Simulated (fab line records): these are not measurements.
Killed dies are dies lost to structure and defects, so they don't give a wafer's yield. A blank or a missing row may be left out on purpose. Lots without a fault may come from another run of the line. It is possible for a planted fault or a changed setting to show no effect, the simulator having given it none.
A struck lot beside a sound one    flow nand-harc    15 steps out of a route of 1159
Sound: the wafers L810.1, L810.2, L810.5. Struck: wafer L814.3 (L814.4, L814.6, from the same lot, were not struck and are left out); the cause is given at the end.
For every step that has rows: the tool of each side, followed by ch and its chambers, followed by its first start. Under that, the readings that differ: sound wafers    struck wafers    difference of the means    sigmas: that difference in standard deviations of wafers without a fault.
alike: same words and numbers on both sides, and readings whose means sit less than 2 such deviations apart. not compared: any withheld reading, any reading some wafer has no value for, any bound like >300 that may hide the same value, and any number with overlapping values for which the record gives no deviation.
A row with sigmas, a row that says differs or no value, or rows on one side alone: a step with any of these is where the two part. Numbers that don't overlap but have no deviation are shown without sigmas and don't part them. A reading that every wafer of one side lacks parts them only if that side has two wafers or more.

first, 7 steps without rows for these wafers: NHARC_P_GATE_HMDS_19 (time 30 s); NHARC_P_GATE_COAT_20 (resist thk 90 nm); NHARC_P_GATE_SOFTBAKE_21 (time 55 s); NHARC_P_GATE_EBR_22; NHARC_P_GATE_EXPOSE_23 (exposes mask P GATE, target cd 120 nm); NHARC_P_GATE_PEB_24 (peb time 65 s); NHARC_P_GATE_DEVELOP_25 (develop time 35 s).
NHARC_P_GATE_CD_MEAS_26: target cd 120 nm.
  sound on cd-sem-01 ch 0, day 7 14:17; struck on cd-sem-02 ch 0, day 8 07:06
  alike: cd-nm
NHARC_P_GATE_OVL_MEAS_27:
  sound on overlay-01, day 7 14:22; struck on overlay-01, day 8 07:11
  alike: overlay-x-nm, overlay-y-nm
NHARC_P_GATE_INSPECT_28:
  sound on defect-inspect-02, day 7 14:25; struck on defect-inspect-01, day 8 07:13
  alike: raw-defect-count
NHARC_P_GATE_DESCUM_31: chemistry O2, time 3 s.
  sound on rie-diel-13 ch 0,1,3, day 7 14:29; struck on rie-diel-13 ch 2, day 8 07:17
  alike: drypump-motor-current-A, mfc-ar-sccm, o2-flow-sccm, oes-product-au, rf-vpp-V, showerhead-plenum-p-Torr, throttle-valve-pct
  not compared: rf-hours-counter-h
NHARC_P_GATE_ETCH_104: etches the open film in CF4/CHF3, target depth 60 nm.
  sound on rie-diel-13 ch 2,3, day 7 14:33; struck on rie-diel-13 ch 2, day 8 07:22
  alike: drypump-motor-current-A, mfc-ar-sccm, oes-product-au, rf-vpp-V, showerhead-plenum-p-Torr, throttle-valve-pct
NHARC_P_GATE_HM_OPEN_105: chemistry O2/COS, target depth 360 nm.
  sound on rie-diel-13 ch 0,3, day 7 14:00; struck on rie-diel-13 ch 0, day 8 07:00
reading                sound              struck  difference  sigmas
oes-product-au (a.u.)  1.005 0.993 0.986  0.523   -0.472      -49
  alike: drypump-motor-current-A, mfc-ar-sccm, o2-flow-sccm, rf-vpp-V, showerhead-plenum-p-Torr, throttle-valve-pct
  not compared: rf-hours-counter-h
then, 1 step without rows for these wafers: NHARC_P_GATE_STRIP_106 (strips in O2/COS).
-- record jumps: 18 days between struck wafers' starts before vs after; left off in module P_GATE, resumes in module END, first step shown is number 1159 of the route --
NHARC_END_SORT_01:
  only the struck wafers appear in the record here, on prober-02 ch 0 at day 25 20:18; the sound ones have no rows

## WHERE THEY PART
First at NHARC_P_GATE_HM_OPEN_105; last, within this record, at NHARC_END_SORT_01.

WHY: whatever the simulator had introduced
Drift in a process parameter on rie-diel-13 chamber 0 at NHARC_P_GATE_HM_OPEN_105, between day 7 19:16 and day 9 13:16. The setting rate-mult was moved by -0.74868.
